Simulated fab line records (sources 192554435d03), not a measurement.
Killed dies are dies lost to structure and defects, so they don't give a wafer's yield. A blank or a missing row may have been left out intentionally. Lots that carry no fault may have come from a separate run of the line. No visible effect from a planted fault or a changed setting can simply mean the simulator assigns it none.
fab line records	flow n5_finfet	part 1 of 2: steps 1 to 22 of 32
[record] lots = 5	wafers = 15	last_day = 17
route steps=1938 shown BEOL_M3@932
lots with no fault: from the same line, run without faults
start_h: the number of hours between the record's first day and the start of the first shown wafer of the lot	wait_h: time in hours since the lot's previous step	" unchanged from the row above	L1.1+2: several wafers, shown together as one row	- value missing, or start not given	* or withheld: withheld	< > ~ a bound
route shown NAME@n: NAME is a module with steps in the file, n the number in the route of the first one	usual: the fault-free wafers' mean and standard deviation	same: alike in all rows	chamber/n: place in a boat	sites: each site's reading	_std_site: the values' standard deviation	_edge_site: inner sites' mean taken away from outer sites' mean	radius_mm: how far each site lies from the wafer's centre	mask NAME#n: copy n	behind: the tool/chamber that last shaped the wafer	hold: why the lot was held/for how many hours/how that ended	device: which transistor (n, p or np) failed to switch	end of line: the route-end tests of the same wafers	step lacking rows: just its recipe	killed: count of dies lost to structure and defects at first sort (not the wafer's yield)	map: a wafer's dies, marking killed ones x, the rest . and places with no die _
set.NAME: the setting as run; set.NAME@STEP: as run at that earlier step	model.NAME: the simulator's own value behind a step, which no gauge read
lots seen at some steps along the route; tables by step, rows by wafer
services: when a tool's chamber went out of use (start_h, in hours from the record's first day, below 0 if earlier), for how many hours, and the reason
[[steps]]
[step N5_BEOL_M3_THK_MEAS_01]
[recipe] reads = SiOC_of_BEOL_M3_ILD_DEP_00
[usual] M3_ILD_THK = 79.4/1
lot.wafer	tool	chamber	start_h	wait_h	M3_ILD_THK[nm]
L077.3	film_metro-02	-	161.58	0.1	77.8
L077.4	"	-	"	"	79.8
L077.5	"	-	"	"	78.8
L083.1	film_metro-01	-	196.30	0.0	77.7
L083.2	"	-	"	"	77.6
L083.6	"	-	"	"	79.1
L082.2	film_metro-01	-	197.82	0.1	78.7
L082.3	"	-	"	"	78.6
L082.6	"	-	"	"	79.2
L084.3	film_metro-01	-	207.95	0.1	78.0
L084.4	"	-	"	"	78.9
L084.5	"	-	"	"	78.3
L095.2	film_metro-01	-	272.38	0.1	79.7
L095.3	"	-	"	"	79.9
L095.6	"	-	"	"	80.5
[step N5_BEOL_M3_PECVD_72]
[recipe] material = SiO2	target_thk_a = 160	temp_c = 400	precursor = TEOS/O2	pressure_torr = 5.5	rf_w = 450	teos_flow_sccm = 53.8	gas = O2	flow_sccm = 3000	time_s = 18
[usual] heater_power_w = 725/120	showerhead_plenum_p_Torr = 8.77/0.057	throttle_valve_pct = 22.5/1.3
lot.wafer	tool	chamber	start_h	wait_h	heater_power_w	showerhead_plenum_p_Torr	throttle_valve_pct
L077.3	pecvd-03	1	161.61	0.0	808	8.78	26.0
L077.4	"	2	"	"	702	8.81	24.5
L077.5	"	1	"	"	805	8.77	25.8
L083.1	pecvd-02	0	196.34	0.0	545	8.83	22.6
L083.2	"	2	"	"	909	8.77	21.5
L083.6	"	1	"	"	618	8.68	21.4
L082.2	pecvd-03	0	197.86	0.0	755	8.78	22.1
L082.3	"	1	"	"	729	8.77	25.9
L082.6	"	1	"	"	729	8.79	25.7
L084.3	pecvd-02	1	207.99	0.0	708	8.67	21.6
L084.4	"	2	"	"	834	8.78	21.3
L084.5	"	0	"	"	632	8.84	22.5
L095.2	pecvd-02	1	272.42	0.0	685	8.68	21.6
L095.3	"	2	"	"	903	8.78	21.5
L095.6	"	2	"	"	918	8.79	21.5
[step N5_BEOL_M3_HM_DEP_02]
[recipe] material = TiN	target_thk_a = 200	temp_c = 25	chamber_pressure_pa = 0.49996
[usual] throttle_valve_pct = 30.3/0.91
lot.wafer	tool	chamber	start_h	wait_h	throttle_valve_pct
L077.3	pvd_sputter-01	-	162.92	1.3	30.5
L077.4	"	-	"	"	30.6
L077.5	"	-	"	"	31.0
L083.1	pvd_sputter-03	-	196.75	0.4	32.0
L083.2	"	-	"	"	28.8
L083.6	"	-	"	"	28.9
L082.2	pvd_sputter-02	-	198.22	0.3	29.8
L082.3	"	-	"	"	29.9
L082.6	"	-	"	"	30.7
L084.3	pvd_sputter-03	-	209.66	1.7	31.7
L084.4	"	-	"	"	29.8
L084.5	"	-	"	"	31.7
L095.2	pvd_sputter-01	-	272.91	0.5	29.7
L095.3	"	-	"	"	30.8
L095.6	"	-	"	"	29.9
[step N5_BEOL_M3_COAT_61]
[recipe] resist = SOC	temp_c = 250	time_s = 60	spin_rpm = 1500	resist_thk_nm = 60
[usual] plate_temp_C = 249.99/0.19
lot.wafer	tool	chamber	start_h	wait_h	plate_temp_C
L077.3	litho_track-03	0	163.05	0.1	249.84
L077.4	"	0	"	"	249.82
L077.5	"	0	"	"	249.90
L083.1	litho_track-03	0	196.88	0.1	249.81
L083.2	"	0	"	"	249.68
L083.6	"	0	"	"	249.78
L082.2	litho_track-02	0	198.34	0.1	250.14
L082.3	"	0	"	"	250.00
L082.6	"	0	"	"	250.06
L084.3	litho_track-05	0	209.78	0.1	249.87
L084.4	"	0	"	"	250.12
L084.5	"	0	"	"	249.99
L095.2	litho_track-03	0	273.04	0.1	250.21
L095.3	"	0	"	"	250.09
L095.6	"	0	"	"	250.20
[step N5_BEOL_M3_COAT_62]
[recipe] resist = SiARC	temp_c = 220	time_s = 60	spin_rpm = 1500	resist_thk_nm = 12
[usual] plate_temp_C = 220.04/0.16
lot.wafer	tool	chamber	start_h	wait_h	plate_temp_C
L077.3	litho_track-03	0	-	-	219.98
L077.4	"	0	"	"	220.07
L077.5	"	0	"	"	220.02
L083.1	litho_track-03	0	-	-	220.22
L083.2	"	0	"	"	219.89
L083.6	"	0	"	"	219.65
L082.2	litho_track-02	0	-	-	220.12
L082.3	"	0	"	"	219.97
L082.6	"	0	"	"	220.12
L084.3	litho_track-05	0	-	-	219.97
L084.4	"	0	"	"	220.11
L084.5	"	0	"	"	220.06
L095.2	litho_track-03	0	-	-	219.87
L095.3	"	0	"	"	219.79
L095.6	"	0	"	"	219.95
[step N5_BEOL_M3_COAT_73]
[recipe] resist = underlayer	temp_c = 205	time_s = 60	spin_rpm = 1500	resist_thk_nm = 5
[usual] plate_temp_C = 205.02/0.14
lot.wafer	tool	chamber	start_h	wait_h	plate_temp_C
L077.3	litho_track-03	0	-	-	205.15
L077.4	"	0	"	"	205.18
L077.5	"	0	"	"	205.19
L083.1	litho_track-03	0	-	-	204.79
L083.2	"	0	"	"	204.83
L083.6	"	0	"	"	205.08
L082.2	litho_track-02	0	-	-	204.91
L082.3	"	0	"	"	204.90
L082.6	"	0	"	"	205.20
L084.3	litho_track-05	0	-	-	204.88
L084.4	"	0	"	"	204.88
L084.5	"	0	"	"	205.12
L095.2	litho_track-03	0	-	-	204.90
L095.3	"	0	"	"	204.78
L095.6	"	0	"	"	205.03
[step N5_BEOL_M3_COAT_05]
[recipe] resist = CAR-EUV	spin_rpm = 1500	resist_thk_nm = 30
lot.wafer	tool	chamber	start_h	wait_h
L077.3+4+5	litho_track-03	0	-	-
L083.1+2+6	litho_track-03	0	-	-
L082.2+3+6	litho_track-02	0	-	-
L084.3+4+5	litho_track-05	0	-	-
L095.2+3+6	litho_track-03	0	-	-
[step N5_BEOL_M3_EBR_07]
[recipe] solvent = PGMEA	ebr_width_mm = 1.5
lot.wafer	tool	chamber	start_h	wait_h
L077.3+4+5	litho_track-03	0	-	-
L083.1+2+6	litho_track-03	0	-	-
L082.2+3+6	litho_track-02	0	-	-
L084.3+4+5	litho_track-05	0	-	-
L095.2+3+6	litho_track-03	0	-	-
[step N5_BEOL_M3_SOFTBAKE_06]
[recipe] temp_c = 110	time_s = 60	resist = CAR-EUV
[usual] plate_temp_C = 110.01/0.12
lot.wafer	tool	chamber	start_h	wait_h	plate_temp_C
L077.3	litho_track-03	0	-	-	109.86
L077.4	"	0	"	"	109.88
L077.5	"	0	"	"	110.05
L083.1	litho_track-03	0	-	-	109.90
L083.2	"	0	"	"	109.87
L083.6	"	0	"	"	109.80
L082.2	litho_track-02	0	-	-	109.89
L082.3	"	0	"	"	110.06
L082.6	"	0	"	"	109.84
L084.3	litho_track-05	0	-	-	110.03
L084.4	"	0	"	"	109.90
L084.5	"	0	"	"	110.22
L095.2	litho_track-03	0	-	-	110.25
L095.3	"	0	"	"	110.08
L095.6	"	0	"	"	109.95
[step N5_BEOL_M3_EXPOSE_08]
[recipe] mask_id = M3	na = 0.33	source_shape = dipole	sigma_inner = 0.369	sigma_outer = 0.767	polarization = unpolarized	dose_mj = 33
lot.wafer	tool	chamber	start_h	wait_h	mask
L077.3+4+5	euv_scanner-01	0	163.19	-	M3#0
L083.1+2+6	euv_scanner-02	0	197.02	-	M3#0
L082.2+3+6	euv_scanner-01	0	198.61	-	M3#0
L084.3+4+5	euv_scanner-02	0	209.93	-	M3#0
L095.2+3+6	euv_scanner-01	0	273.19	-	M3#0
[step N5_BEOL_M3_PEB_09]
[recipe] peb_temp_c = 100	peb_time_s = 60	resist = CAR-EUV
[usual] plate_temp_C = 100.02/0.13
lot.wafer	tool	chamber	start_h	wait_h	plate_temp_C
L077.3	litho_track-02	0	163.24	0.0	100.26
L077.4	"	0	"	"	100.32
L077.5	"	0	"	"	100.17
L083.1	litho_track-05	0	197.08	0.1	99.91
L083.2	"	0	"	"	99.86
L083.6	"	0	"	"	99.87
L082.2	litho_track-02	0	198.67	0.0	99.92
L082.3	"	0	"	"	100.14
L082.6	"	0	"	"	99.97
L084.3	litho_track-05	0	209.98	0.0	99.98
L084.4	"	0	"	"	99.97
L084.5	"	0	"	"	100.00
L095.2	litho_track-03	0	273.24	0.0	100.18
L095.3	"	0	"	"	100.21
L095.6	"	0	"	"	100.18
[step N5_BEOL_M3_DEVELOP_10]
[recipe] develop_time_s = 30	developer = TMAH	resist = CAR-EUV	rinse_liquid = surfactant_rinse	dry = air_spin	dev_temp_c = 23
lot.wafer	tool	chamber	start_h	wait_h
L077.3+4+5	litho_track-02	0	-	-
L083.1+2+6	litho_track-05	0	-	-
L082.2+3+6	litho_track-02	0	-	-
L084.3+4+5	litho_track-05	0	-	-
L095.2+3+6	litho_track-03	0	-	-
[step N5_BEOL_M3_CD_MEAS_11]
[recipe] target_cd_nm = 17.05	landing_energy_ev = 500	detector = se_inlens	polarity = opening
[usual] cd_nm = 17.06/0.24
lot.wafer	tool	chamber	start_h	wait_h	cd_nm
L077.3	cd_sem-03	0	163.31	-	17.27
L077.4	"	0	"	"	17.04
L077.5	"	0	"	"	16.63
L083.1	cd_sem-03	0	197.15	-	17.08
L083.2	"	0	"	"	17.46
L083.6	"	0	"	"	17.39
L082.2	cd_sem-01	0	198.73	-	16.96
L082.3	"	0	"	"	17.02
L082.6	"	0	"	"	17.06
L084.3	cd_sem-02	0	210.05	-	17.13
L084.4	"	0	"	"	16.65
L084.5	"	0	"	"	16.45
L095.2	cd_sem-02	0	273.31	-	17.33
L095.3	"	0	"	"	17.33
L095.6	"	0	"	"	16.97
[step N5_BEOL_M3_OVL_MEAS_12]
[recipe] points_per_wafer = 522
[usual] M3_OVL = 1.0/0.66
lot.wafer	tool	chamber	start_h	wait_h	M3_OVL[nm]
L077.3	overlay-02	0	163.35	0.0	0.5
L077.4	"	0	"	"	-0.6
L077.5	"	0	"	"	0.4
L083.1	overlay-02	0	197.18	0.0	1.8
L083.2	"	0	"	"	1.9
L083.6	"	0	"	"	2.4
L082.2	overlay-01	0	198.77	0.0	0.5
L082.3	"	0	"	"	0.5
L082.6	"	0	"	"	-0.1
L084.3	overlay-01	0	210.09	0.0	0.3
L084.4	"	0	"	"	2.0
L084.5	"	0	"	"	1.6
L095.2	overlay-01	0	273.34	0.0	0.9
L095.3	"	0	"	"	0.5
L095.6	"	0	"	"	1.2
[step N5_BEOL_M3_INSPECT_13]
[recipe] mode = adi	inspect_instrument = brightfield
[usual] raw_defect_count = 427/91
lot.wafer	tool	chamber	start_h	wait_h	raw_defect_count
L077.3	defect_inspect-01	-	163.40	0.0	349
L077.4	"	-	"	"	317
L077.5	"	-	"	"	522
L083.1	defect_inspect-01	-	197.23	0.1	473
L083.2	"	-	"	"	265
L083.6	"	-	"	"	393
L082.2	defect_inspect-02	-	198.82	0.0	490
L082.3	"	-	"	"	557
L082.6	"	-	"	"	339
L084.3	defect_inspect-02	-	210.14	0.0	413
L084.4	"	-	"	"	361
L084.5	"	-	"	"	452
L095.2	defect_inspect-02	-	273.40	0.0	339
L095.3	"	-	"	"	348
L095.6	"	-	"	"	366
[step N5_BEOL_M3_DESCUM_16]
[recipe] chemistry = O2	time_s = 7	source_power_w = 50	bias_power_w = 20	pressure_mtorr = 20	rf_frequency_hz = 2.712e+07	temp_c = 40	resist = CAR-EUV	o2_flow_sccm = 225
[usual] drypump_motor_current_A = 5.8/0.36	oes_product_au = 0.77/0.08	rf_vpp_V = 243.0/1.4	showerhead_plenum_p_Torr = 2.08/0.079	throttle_valve_pct = 20.51/0.21
lot.wafer	tool	chamber	start_h	wait_h	drypump_motor_current_A	oes_product_au	rf_hours_counter_h	rf_vpp_V	showerhead_plenum_p_Torr	throttle_valve_pct
L077.3	rie_diel-06	1	163.43	0.0	6.4	0.91	25	245.1	2.23	20.32
L077.4	"	3	"	"	6.0	0.95	7	241.5	2.05	20.23
L077.5	"	2	"	"	5.9	0.69	-	243.0	2.06	20.70
L083.1	rie_diel-01	3	197.27	0.0	5.5	0.73	210	241.3	1.98	20.43
L083.2	"	1	"	"	5.5	0.72	224	244.3	2.15	20.60
L083.6	"	2	"	"	6.1	0.78	-	244.7	2.10	20.69
L082.2	rie_diel-05	3	198.86	0.0	5.2	0.72	200	241.8	1.99	20.66
L082.3	"	0	"	"	5.9	0.84	59	241.7	2.03	20.15
L082.6	"	3	"	"	5.2	0.72	-	241.2	1.99	20.65
L084.3	rie_diel-06	3	210.75	0.6	6.0	0.92	20	243.8	2.05	20.26
L084.4	"	2	"	"	5.9	0.68	240	242.3	2.06	20.75
L084.5	"	2	"	"	5.9	0.70	-	241.9	2.06	20.73
L095.2	rie_diel-01	1	273.43	0.0	5.5	0.70	250	244.4	2.14	20.65
L095.3	"	2	"	"	6.0	0.77	160	243.9	2.09	20.72
L095.6	"	1	"	"	5.5	0.70	-	244.4	2.15	20.64
[step N5_BEOL_M3_ETCH_74]
[recipe] chemistry = N2/H2	target = underlayer	target_depth_a = 65	mask_material = CAR-EUV	time_s = 5.2	ion_energy_ev = 200	pressure_mtorr = 30	source_w = 840	bias_w = 150	n2_flow_sccm = 200	h2_flow_sccm = 200	ends = cleared
[usual] drypump_motor_current_A = 5.8/0.36	etch_rf_on_time_s = 5.22/0.065	oes_product_au = 0.66/0.069	rf_vpp_V = 523.5/2.7	showerhead_plenum_p_Torr = 2.53/0.092	throttle_valve_pct = 17.95/0.23
lot.wafer	tool	chamber	start_h	wait_h	drypump_motor_current_A	etch_rf_on_time_s	oes_product_au	rf_hours_counter_h	rf_vpp_V	showerhead_plenum_p_Torr	throttle_valve_pct
L077.3	rie_diel-06	1	163.47	0.0	6.3	5.13	0.78	25	527.5	2.71	17.78
L077.4	"	3	"	"	6.0	5.14	0.82	7	522.6	2.50	17.75
L077.5	"	2	"	"	5.9	5.32	0.58	-	524.7	2.51	18.25
L083.1	rie_diel-01	3	197.30	0.0	5.5	5.19	0.62	210	519.3	2.42	17.93
L083.2	"	1	"	"	5.5	5.18	0.61	224	525.8	2.61	17.98
L083.6	"	2	"	"	6.1	5.18	0.67	-	522.8	2.54	18.04
L082.2	rie_diel-05	3	198.89	0.0	5.2	5.25	0.62	200	521.0	2.42	18.12
L082.3	"	0	"	"	5.9	5.31	0.72	59	520.7	2.48	17.55
L082.6	"	3	"	"	5.2	5.27	0.60	-	521.2	2.42	18.13
L084.3	rie_diel-06	3	210.78	0.0	6.0	5.17	0.77	20	521.9	2.49	17.78
L084.4	"	2	"	"	5.9	5.35	0.58	240	522.5	2.51	18.27
L084.5	"	2	"	"	5.9	5.34	0.57	-	521.9	2.51	18.32
L095.2	rie_diel-01	1	273.46	0.0	5.5	5.25	0.59	250	524.4	2.60	17.99
L095.3	"	2	"	"	6.1	5.28	0.65	160	525.6	2.53	18.07
L095.6	"	1	"	"	5.6	5.22	0.59	-	525.1	2.60	18.05
[step N5_BEOL_M3_ETCH_63]
[recipe] chemistry = CF4	target = SiARC	target_depth_a = 156	mask_material = CAR-EUV	time_s = 26	ion_energy_ev = 80	pressure_mtorr = 40	source_w = 545	bias_w = 36	Ar_flow_sccm = 100	cf4_flow_sccm = 100	ends = cleared
[usual] cf4_flow_sccm = 100.0/0.33	drypump_motor_current_A = 5.8/0.36	etch_rf_on_time_s = 26.0/0.37	oes_product_au = 0.66/0.07	rf_vpp_V = 184.0/1.2	showerhead_plenum_p_Torr = 2.13/0.073	throttle_valve_pct = 15.71/0.24
lot.wafer	tool	chamber	start_h	wait_h	cf4_flow_sccm	drypump_motor_current_A	etch_rf_on_time_s	oes_product_au	rf_hours_counter_h	rf_vpp_V	showerhead_plenum_p_Torr	throttle_valve_pct
L077.3	rie_diel-06	1	163.48	0.0	100.3	6.3	25.4	0.78	25	184.8	2.27	15.39
L077.4	"	3	"	"	100.5	6.0	25.5	0.83	7	184.7	2.11	15.41
L077.5	"	2	"	"	100.6	5.9	26.5	0.59	-	183.7	2.11	15.93
L083.1	rie_diel-01	3	197.32	0.0	99.7	5.5	25.7	0.62	210	183.3	2.04	15.76
L083.2	"	1	"	"	100.2	5.5	26.0	0.62	224	183.8	2.19	15.82
L083.6	"	2	"	"	99.8	6.1	26.2	0.66	-	184.5	2.15	15.92
L082.2	rie_diel-05	3	198.91	0.0	99.7	5.3	26.1	0.62	200	182.8	2.04	15.87
L082.3	"	0	"	"	99.8	5.9	26.3	0.72	59	183.6	2.09	15.39
L082.6	"	3	"	"	99.9	5.2	25.9	0.62	-	181.9	2.04	15.87
L084.3	rie_diel-06	3	210.80	0.0	100.4	6.0	25.7	0.78	20	183.3	2.11	15.45
L084.4	"	2	"	"	100.1	5.9	26.7	0.58	240	183.8	2.11	15.97
L084.5	"	2	"	"	100.0	5.9	26.7	0.58	-	184.2	2.11	15.96
L095.2	rie_diel-01	1	273.48	0.0	99.8	5.5	25.6	0.61	250	185.8	2.19	15.86
L095.3	"	2	"	"	99.7	6.1	26.0	0.65	160	183.6	2.15	15.95
L095.6	"	1	"	"	100.0	5.5	25.6	0.60	-	185.0	2.19	15.89
[step N5_BEOL_M3_ETCH_64]
[recipe] chemistry = N2/H2	target = SOC	target_depth_a = 750	overetch_a = 150	mask_material = SiARC	temp_c = 40	time_s = 112.5	ion_energy_ev = 200	pressure_mtorr = 30	source_w = 840	bias_w = 150	n2_flow_sccm = 200	h2_flow_sccm = 200
[usual] drypump_motor_current_A = 5.8/0.36	oes_product_au = 0.61/0.061	rf_vpp_V = 523.6/2.7	showerhead_plenum_p_Torr = 2.53/0.092	throttle_valve_pct = 17.91/0.23
lot.wafer	tool	chamber	start_h	wait_h	drypump_motor_current_A	oes_product_au	rf_hours_counter_h	rf_vpp_V	showerhead_plenum_p_Torr	throttle_valve_pct
L077.3	rie_diel-06	1	163.51	0.0	6.4	0.71	25	528.6	2.71	17.74
L077.4	"	3	"	"	6.0	0.75	7	522.7	2.50	17.68
L077.5	"	2	"	"	5.9	0.56	-	523.0	2.51	18.22
L083.1	rie_diel-01	3	197.35	0.0	5.4	0.58	210	521.6	2.41	17.90
L083.2	"	1	"	"	5.6	0.57	224	525.1	2.61	17.95
L083.6	"	2	"	"	6.1	0.63	-	524.1	2.54	17.99
L082.2	rie_diel-05	3	198.94	0.0	5.2	0.57	200	521.9	2.42	18.09
L082.3	"	0	"	"	5.9	0.67	59	521.9	2.48	17.52
L082.6	"	3	"	"	5.2	0.57	-	520.1	2.42	18.08
L084.3	rie_diel-06	3	210.83	0.0	6.0	0.72	20	523.3	2.49	17.72
L084.4	"	2	"	"	5.9	0.54	240	523.8	2.51	18.24
L084.5	"	2	"	"	5.9	0.55	-	523.6	2.51	18.25
L095.2	rie_diel-01	1	273.51	0.0	5.5	0.56	250	526.5	2.60	17.99
L095.3	"	2	"	"	6.1	0.61	160	522.6	2.53	18.04
L095.6	"	1	"	"	5.5	0.56	-	525.6	2.60	18.00
[step N5_BEOL_M3_STRIP_65]
[recipe] chemistry = N2/H2	temp_c = 40	n2_flow_sccm = 200	h2_flow_sccm = 200	rf_frequency_hz = 6e+07
lot.wafer	tool	chamber	start_h	wait_h
L077.3+4+5	rie_diel-06	1,3,2	163.62	0.1
L083.1+2+6	rie_diel-01	3,1,2	197.45	0.1
L082.2+3+6	rie_diel-05	3,0,3	199.04	0.1
L084.3+4+5	rie_diel-06	3,2,2	210.93	0.1
L095.2+3+6	rie_diel-01	1,2,1	273.62	0.1
[step N5_BEOL_M3_STRIP_75]
[recipe] chemistry = N2/H2	temp_c = 40	n2_flow_sccm = 200	h2_flow_sccm = 200	rf_frequency_hz = 6e+07
lot.wafer	tool	chamber	start_h	wait_h
L077.3+4+5	rie_diel-06	1,3,2	163.63	0.0
L083.1+2+6	rie_diel-01	3,1,2	197.46	0.0
L082.2+3+6	rie_diel-05	3,0,3	199.05	0.0
L084.3+4+5	rie_diel-06	3,2,2	210.94	0.0
L095.2+3+6	rie_diel-01	1,2,1	273.63	0.0
[step N5_BEOL_M3_STRIP_66]
[recipe] chemistry = CF4	resist = SiARC	power_w = 300	bias_power_w = 75	pressure_mtorr = 50	cf4_flow_sccm = 150	rf_frequency_hz = 6e+07
[usual] cf4_flow_sccm = 150.0/0.4	drypump_motor_current_A = 5.8/0.36	oes_product_au = 0.76/0.076	rf_vpp_V = 271.0/1.6	showerhead_plenum_p_Torr = 1.79/0.061	throttle_valve_pct = 13.69/0.25
lot.wafer	tool	chamber	start_h	wait_h	cf4_flow_sccm	drypump_motor_current_A	oes_product_au	rf_hours_counter_h	rf_vpp_V	showerhead_plenum_p_Torr	throttle_valve_pct
L077.3	rie_diel-06	1	163.64	0.0	149.8	6.4	0.90	25	272.9	1.90	13.36
L077.4	"	3	"	"	149.8	5.9	0.94	7	270.6	1.77	13.36
L077.5	"	2	"	"	149.9	5.9	0.69	-	270.6	1.77	13.92
L083.1	rie_diel-01	3	197.47	0.0	149.6	5.4	0.73	210	271.5	1.71	13.74
L083.2	"	1	"	"	149.7	5.5	0.71	224	272.1	1.84	13.84
L083.6	"	2	"	"	150.5	6.1	0.77	-	271.3	1.80	13.87
L082.2	rie_diel-05	3	199.06	0.0	149.9	5.2	0.71	200	269.2	1.71	13.85
L082.3	"	0	"	"	149.5	5.9	0.84	59	270.4	1.76	13.33
L082.6	"	3	"	"	149.8	5.2	0.72	-	269.0	1.71	13.84
L084.3	rie_diel-06	3	210.95	0.0	149.8	6.0	0.90	20	270.4	1.76	13.38
L084.4	"	2	"	"	150.4	5.9	0.68	240	270.5	1.77	13.95
L084.5	"	2	"	"	150.8	5.9	0.68	-	271.2	1.77	13.96
L095.2	rie_diel-01	1	273.64	0.0	149.9	5.5	0.69	250	272.6	1.84	13.89
L095.3	"	2	"	"	150.4	6.1	0.76	160	270.0	1.80	13.92
L095.6	"	1	"	"	149.9	5.5	0.70	-	271.0	1.84	13.90
